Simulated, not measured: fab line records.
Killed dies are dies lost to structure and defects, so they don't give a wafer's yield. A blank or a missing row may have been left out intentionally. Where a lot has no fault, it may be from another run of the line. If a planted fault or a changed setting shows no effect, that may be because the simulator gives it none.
fab line records	flow nand-harc
record lots=11	wafers=33	last-day=24
route steps=1159 shown P_M2@332 END@1159
lots untouched by any fault: they come from a run of this same line in which no faults occurred
start-h: hours from the record's opening day to when the first of the lot's shown wafers began	wait-h: time in hours since the lot's previous step	" as in the row above	L1.1+2: a row that stands for several wafers	- either no value or no given start	* or withheld: withheld	< > ~ a bound
route shown NAME@n: NAME is a module with steps in the file, n the number in the route of the first one	usual: mean/standard deviation taken from wafers without a fault	same: alike in all rows	chamber/n: place in a boat	sites: each site's reading	_std_site: the standard deviation of these	_edge_site: outer sites' mean less inner sites'	radius-mm: for every site, how far away it sits from the centre of the wafer	mask NAME#n: copy n	behind: the most recent tool/chamber to have shaped the wafer	hold: why the lot went on hold/how many hours it stayed there/how the hold came to an end	device: the transistor (n, p or np) that didn't switch	end of line: the tests these same wafers got at the end of their route	step lacking rows: just its recipe	killed: dies that structure and defects cost at the first sort, which is not the same as the wafer's yield	map: a wafer's dies, marking killed ones x, the rest . and places with no die _
set.NAME: the setting as run; set.NAME@STEP: as run at that earlier step	model.NAME: the simulator's own value behind a step, which no gauge read
a sample of lots followed through the steps of the route, with each step as a table and each wafer as a row
services: the hour from which a tool's chamber was out of use, counted from the record's first day as start-h (under 0 if before that day), plus the number of hours and why
## steps
# step NHARC_P_M2_ETCH_35
# recipe target-depth-a=400	overetch-a=120	time-s=43.94	ion-energy-ev=200	n2-flow-sccm=150	h2-flow-sccm=150	ar-flow-sccm=0	rf-w=400	bias-w=150	chemistry=N2/H2
# usual chamber-pressure-mTorr=30.00/0.038	drypump-motor-current-A=5.8/0.37	oes-product-au=1.005/0.0065	rf-vpp-V=429.9/2.5	showerhead-plenum-p-Torr=2.02/0.087	throttle-valve-pct=14.171/0.0099
lot.wafer	tool	chamber	start-h	wait-h	chamber-pressure-mTorr	drypump-motor-current-A	oes-product-au	rf-hours-counter-h	rf-vpp-V	showerhead-plenum-p-Torr	throttle-valve-pct
L318.2	rie-diel-03	2	134.72	0.1	29.99	6.1	1.006	3	431.2	2.10	14.162
L318.1	"	1	"	"	29.94	5.7	1.002	3	426.4	1.90	14.185
L318.5	"	3	"	"	29.96	6.2	1.005	-	429.5	1.98	14.160
L319.1	rie-diel-03	2	135.69	0.1	29.96	6.1	1.013	4	433.0	2.10	14.179
L319.4	"	3	"	"	30.01	6.2	1.007	3	429.8	1.98	14.160
L319.5	"	1	"	"	29.99	5.7	1.004	-	426.8	1.90	14.174
L322.3	rie-diel-07	1	148.16	0.1	30.04	5.7	1.010	16	432.0	2.10	14.168
L322.1	"	2	"	"	29.99	5.5	1.013	15	426.9	1.89	14.166
L322.5	"	0	"	"	29.97	5.0	1.002	-	432.5	2.18	14.180
L324.4	rie-diel-03	1	159.55	0.1	29.99	5.7	1.008	4	428.3	1.90	14.173
L324.3	"	2	"	"	30.02	6.1	1.018	4	433.1	2.10	14.162
L324.5	"	1	"	"	30.02	5.7	1.012	-	427.3	1.90	14.138
L323.2	rie-diel-03	2	162.85	0.1	30.01	6.1	1.019	5	433.5	2.10	14.183
L323.5	"	2	"	"	30.00	6.1	1.011	-	434.0	2.10	14.165
L323.6	"	3	"	"	29.97	6.2	0.998	-	429.2	1.98	14.175
L326.1	rie-diel-03	2	169.27	0.1	29.99	6.1	1.015	5	432.4	2.10	14.178
L326.5	"	3	"	"	30.00	6.3	1.000	-	427.6	1.98	14.172
L326.6	"	0	"	"	29.98	5.4	1.009	-	430.0	2.07	14.171
L327.1	rie-diel-03	0	183.99	0.1	30.02	5.3	0.999	6	429.9	2.07	14.162
L327.2	"	1	"	"	30.01	5.7	1.008	5	426.6	1.90	14.165
L327.3	"	2	"	"	30.00	6.1	1.004	5	432.2	2.10	14.182
L328.3	rie-diel-03	0	185.41	0.1	29.98	5.3	1.014	6	431.6	2.07	14.189
L328.4	"	1	"	"	30.00	5.7	1.011	5	427.4	1.90	14.166
L328.1	"	2	"	"	30.00	6.1	1.012	6	432.4	2.10	14.177
L330.2	rie-diel-03	0	206.65	0.1	29.96	5.3	0.999	7	430.8	2.07	14.183
L330.1	"	1	"	"	29.99	5.7	0.995	6	426.2	1.90	14.174
L330.3	"	3	"	"	30.00	6.3	0.994	7	428.0	1.98	14.167
L338.4	rie-diel-03	2	259.54	0.1	29.99	6.1	1.001	1	431.7	2.10	14.178
L338.3	"	0	"	"	30.00	5.3	1.009	1	429.3	2.07	14.178
L338.6	"	2	"	"	29.98	6.1	1.006	-	433.7	2.10	14.176
L339.1	rie-diel-03	2	260.36	0.1	29.98	6.1	1.006	1	432.3	2.10	14.170
L339.4	"	3	"	"	29.97	6.3	1.005	1	429.0	1.98	14.180
L339.2	"	0	"	"	29.98	5.3	1.007	1	430.9	2.07	14.175
# step NHARC_P_M2_ETCH_15
# recipe target-depth-a=1825	time-s=91.2	c4f8-flow-sccm=withheld	ar-flow-sccm=400	rf-w=600	bias-w=300	chemistry=C4F8/Ar
# usual chamber-pressure-mTorr=24.997/0.023	oes-product-au=0.956/0.022	rf-vpp-V=440.2/2.7
lot.wafer	tool	chamber	start-h	wait-h	chamber-pressure-mTorr	oes-product-au	rf-hours-counter-h	rf-vpp-V
L318.1	rie-diel-03	2	-	-	24.977	0.971	4	442.3
L318.2	"	0	"	"	25.005	0.984	4	441.8
L318.5	"	2	"	"	25.012	0.962	-	443.2
L319.4	rie-diel-03	0	-	-	25.039	0.946	4	443.0
L319.1	"	2	"	"	25.001	0.965	4	443.2
L319.5	"	0	"	"	25.003	0.940	-	442.7
L322.3	rie-diel-07	0	-	-	25.008	0.918	14	444.5
L322.1	"	1	"	"	25.025	0.928	16	442.3
L322.5	"	3	"	"	25.022	0.927	-	436.4
L324.4	rie-diel-03	2	-	-	25.004	0.982	4	443.3
L324.3	"	3	"	"	25.002	0.964	4	437.7
L324.5	"	1	"	"	25.031	0.977	-	436.5
L323.2	rie-diel-03	1	-	-	25.000	0.933	4	436.5
L323.6	"	0	"	"	24.991	0.927	-	442.0
L323.5	"	1	"	"	25.006	0.934	-	436.6
L326.1	rie-diel-03	2	-	-	25.015	0.935	5	443.5
L326.6	"	0	"	"	25.025	0.939	-	442.2
L326.5	"	1	"	"	24.975	0.930	-	437.5
L327.3	rie-diel-03	3	-	-	25.003	0.969	5	439.0
L327.1	"	0	"	"	24.979	0.983	6	443.6
L327.2	"	1	"	"	25.031	0.989	5	438.4
L328.1	rie-diel-03	3	-	-	24.992	0.979	6	440.1
L328.4	"	0	"	"	24.969	0.966	6	440.8
L328.3	"	2	"	"	25.012	0.985	6	442.9
L330.3	rie-diel-03	3	-	-	25.037	0.923	7	439.4
L330.1	"	1	"	"	24.992	0.934	6	437.7
L330.2	"	2	"	"	25.001	0.922	7	443.7
L338.3	rie-diel-03	2	-	-	24.986	0.959	1	442.4
L338.4	"	0	"	"	24.995	0.981	1	440.9
L338.6	"	2	"	"	25.025	0.968	-	441.9
L339.2	rie-diel-03	3	-	-	24.982	0.958	1	440.5
L339.1	"	1	"	"	24.975	0.978	1	436.0
L339.4	"	2	"	"	24.972	0.949	1	442.5
# step NHARC_P_M2_PVD_20
# recipe target-thk-a=50	bias-v=168.6	power-w=15000	chamber-pressure-pa=0.12	time-s=8.06	substrate-temp-c=50	material=TaN
# usual bias-v=168.5/1.8	chamber-pressure-pa=0.11998/0.00023	throttle-valve-pct=30.2/0.96
lot.wafer	tool	chamber	start-h	wait-h	bias-v	chamber-pressure-pa	throttle-valve-pct
L318.1	pvd-sputter-01	-	-	-	169.5	0.12004	30.7
L318.2	"	-	"	"	168.2	0.11979	30.0
L318.5	"	-	"	"	169.4	0.1198	30.7
L319.1	pvd-sputter-02	-	-	-	168.8	0.11996	28.0
L319.4	"	-	"	"	170.6	0.12002	30.4
L319.5	"	-	"	"	167.9	0.11998	30.2
L322.3	pvd-sputter-01	-	-	-	167.6	0.12027	30.8
L322.1	"	-	"	"	168.9	0.12022	30.7
L322.5	"	-	"	"	167.7	0.11993	30.0
L324.3	pvd-sputter-01	-	-	-	170.2	0.12027	30.9
L324.4	"	-	"	"	171.3	0.12031	30.8
L324.5	"	-	"	"	171.6	0.12016	30.8
L323.2	pvd-sputter-02	-	-	-	166.8	0.11986	28.4
L323.5	"	-	"	"	170.1	0.11987	30.5
L323.6	"	-	"	"	167.5	0.12005	31.1
L326.1	pvd-sputter-01	-	-	-	166.0	0.12029	30.0
L326.6	"	-	"	"	169.0	0.11986	30.3
L326.5	"	-	"	"	169.8	0.12	31.5
L327.3	pvd-sputter-01	-	-	-	168.8	0.11969	30.0
L327.2	"	-	"	"	164.9	0.12004	29.0
L327.1	"	-	"	"	166.5	0.12023	31.6
L328.4	pvd-sputter-02	-	-	-	170.1	0.12006	28.0
L328.3	"	-	"	"	167.1	0.11994	30.1
L328.1	"	-	"	"	167.3	0.1202	31.2
L330.3	pvd-sputter-02	-	-	-	169.2	0.12012	30.5
L330.2	"	-	"	"	170.1	0.11999	31.0
L330.1	"	-	"	"	163.1	0.11987	28.2
L338.3	pvd-sputter-03	-	-	-	170.0	0.12003	30.7
L338.4	"	-	"	"	164.7	0.1197	30.9
L338.6	"	-	"	"	169.3	0.11988	30.3
L339.4	pvd-sputter-03	-	-	-	168.5	0.11981	30.4
L339.1	"	-	"	"	168.3	0.11972	29.3
L339.2	"	-	"	"	168.6	0.11992	29.9
# step NHARC_P_M2_ECD_22
# recipe target-thk-a=4000	bath-temp-c=25	material=Cu
lot.wafer	tool	chamber	start-h	wait-h
L318.1+2+5	ecd-cu-02	0,1,0	136.01	-
L319.1+4+5	ecd-cu-02	0,0,1	136.97	-
L322.1+3+5	ecd-cu-02	1,1,0	149.51	-
L324.3+4+5	ecd-cu-02	1,0,0	160.93	-
L323.2+5+6	ecd-cu-01	0,0,1	164.14	-
L326.1+5+6	ecd-cu-01	1,0,1	171.09	-
L327.2+1+3	ecd-cu-01	1,0,1	185.29	-
L328.1+3+4	ecd-cu-01	1,1,0	186.84	-
L330.2+1+3	ecd-cu-02	0,1,0	207.99	-
L338.4+3+6	ecd-cu-02	0,1,1	260.94	-
L339.2+1+4	ecd-cu-02	0,1,1	261.65	-
# step NHARC_P_M2_CMP_23
# recipe t-overpolish-s=20	target-thk-nm=144.3
# usual motor-current-A=12.4/1.4	time-to-endpoint-s=29.0/2
lot.wafer	tool	chamber	start-h	wait-h	motor-current-A	time-to-endpoint-s
L318.2	cmp-01	1	136.75	-	15.3	28.3
L318.1	"	0	"	"	13.7	29.7
L318.5	"	2	"	"	11.4	27.2
L319.4	cmp-02	1	137.72	-	13.2	28.9
L319.1	"	3	"	"	10.5	28.1
L319.5	"	0	"	"	12.6	30.4
L322.1	cmp-02	1	150.23	-	12.8	28.0
L322.3	"	2	"	"	11.3	27.8
L322.5	"	3	"	"	11.3	29.9
L324.4	cmp-04	3	161.58	-	10.5	31.4
L324.3	"	1	"	"	13.3	34.5
L324.5	"	2	"	"	12.6	33.9
L323.2	cmp-02	0	164.89	-	12.7	27.7
L323.6	"	3	"	"	10.8	29.0
L323.5	"	0	"	"	12.9	26.6
L326.1	cmp-02	2	171.82	-	11.2	27.7
L326.6	"	1	"	"	13.1	25.1
L326.5	"	2	"	"	10.3	28.5
L327.1	cmp-02	2	186.04	-	10.4	29.1
L327.3	"	3	"	"	11.0	27.2
L327.2	"	0	"	"	12.4	27.6
L328.4	cmp-01	0	187.58	-	13.7	29.0
L328.3	"	1	"	"	15.9	32.0
L328.1	"	2	"	"	11.5	48.3
L330.1	cmp-04	2	208.71	-	12.2	27.3
L330.3	"	3	"	"	10.5	25.3
L330.2	"	0	"	"	14.3	28.7
L338.4	cmp-01	1	261.59	-	14.6	28.0
L338.3	"	2	"	"	12.1	29.0
L338.6	"	0	"	"	12.6	30.6
L339.2	cmp-02	3	262.42	-	11.6	32.1
L339.4	"	0	"	"	12.0	31.4
L339.1	"	2	"	"	10.3	27.8
# step NHARC_END_SORT_01
# recipe temp-c=25
# usual defect-limited-yield=95.6/1.3	killed-at-array=26/8.6	killed-at-other=0.7/0.97	killed-at-periphery=3.2/2.2	killed-dies=30/8.9	killed-open=3.1/1.8	killed-short=2.2/1.8	sort_bin_2_pct=1.4/0.58	sort_bin_3_pct=0.24/0.18	sort_bin_4_pct=2.8/0.9	sort-n-pass=647/8.9	sort-rim-yield-pct=95.5/2.5	sort-yield-pct=95.6/1.3
# same gross-dies=677	sort_bin_5_pct[%]=0	sort_bin_6_pct[%]=0	sort_bin_7_pct[%]=0	sort_bin_8_pct[%]=0	sort-rim-n-gross=106.00
lot.wafer	tool	chamber	start-h	wait-h	defect-limited-yield[%]	killed-at-array	killed-at-other	killed-at-periphery	killed-dies	killed-open	killed-short	sort_bin_2_pct[%]	sort_bin_3_pct[%]	sort_bin_4_pct[%]	sort-n-pass	sort-rim-yield-pct[%]	sort-yield-pct[%]
L338.3	prober-02	0	582.11	3.1	96.8	19	1	2	22	1	2	1.0	0.30	1.9	655	97.2	96.8
L338.4	prober-02	0	582.90	3.4	96.0	21	0	6	27	0	4	0.7	0.74	2.5	650	98.1	96.0
L338.6	prober-02	0	584.48	4.0	96.8	22	0	0	22	4	1	0.4	0.15	2.7	655	98.1	96.8
# killed by level:class
L338.3 A_CHANNEL_HOLE_D1:chamber-film-flake=12 A_CONTACT:chamber-film-flake=3 A_STAIRCASE:chamber-film-flake=2 P_M0:geometric-particle:open=1 A_CHANNEL_FILL_D1:geometric-particle:short=1 A_WL_FILL:geometric-particle:short=1 P_GATE:chamber-film-flake=1 THIN_TSV:chamber-film-flake=1
L338.4 A_CHANNEL_HOLE_D1:chamber-film-flake=14 P_GATE:chamber-film-flake=5 A_ONON_D1:geometric-particle:short=2 A_CONTACT:chamber-film-flake=2 P_M1:geometric-particle:short=1 A_BLC:geometric-particle:short=1 A_SLIT:chamber-film-flake=1 A_WL_FILL:chamber-film-flake=1
L338.6 A_CHANNEL_HOLE_D1:chamber-film-flake=11 A_CONTACT:chamber-film-flake=3 A_ONON_D1:geometric-particle:short=1 A_CHANNEL_HOLE_D1:geometric-particle:open=1 A_CHANNEL_FILL_D1:geometric-particle:open=1 A_WL_FILL:geometric-particle:open=1 A_M0:geometric-particle:open=1 A_WL_FILL:chamber-film-flake=1
## services
tool	chamber	start-h	hours	kind
cmp-01	-	114.28	10.4	repair
cmp-02	-	130.50	4.0	pm
cmp-04	-	143.42	0.5	repair
cmp-02	-	152.34	5.7	repair
cmp-04	-	152.67	1.6	repair
cmp-04	-	157.65	0.8	repair
ecd-cu-02	-	164.05	1.7	repair
cmp-04	-	167.79	0.7	repair
pvd-sputter-01	-	171.28	10.0	pm
rie-diel-07	1	176.00	37.6	repair
cmp-01	-	179.51	4.0	pm
ecd-cu-02	-	180.42	8.0	pm
pvd-sputter-03	-	183.89	4.5	repair
rie-diel-03	0	189.17	13.7	repair
cmp-04	-	203.08	4.0	pm
pvd-sputter-02	-	213.63	2.5	repair
rie-diel-03	-	215.33	9.0	pm
pvd-sputter-02	-	216.17	10.0	pm
rie-diel-07	3	220.56	8.0	repair
cmp-04	-	222.85	0.9	repair
ecd-cu-02	-	228.47	1.0	repair
cmp-02	-	228.50	4.0	pm
ecd-cu-01	-	233.14	1.6	repair
cmp-01	-	238.76	4.7	repair
## key
first-sign step=NHARC_P_M2_CMP_23	reading=time-to-endpoint-s	direction=up	sigmas=9.6	usual=*	struck=*
effect none on later readings
met-at NHARC_P_M2_ECD_22
struck-lots L328
struck-wafers L328.1
not-acting-at NHARC_P_M2_ETCH_35,NHARC_P_M2_ETCH_15,NHARC_P_M2_PVD_20
onset-between 185.29 186.84
fault kind=process-parameter-drift	tool=ecd-cu-01	chamber=-	onset-h=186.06	steps=NHARC_P_M2_ECD_22	channel=target-thk-a	offset=*	shape=step	end-h=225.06	scope=struck-wafers-only	acts-in=*	stated=*
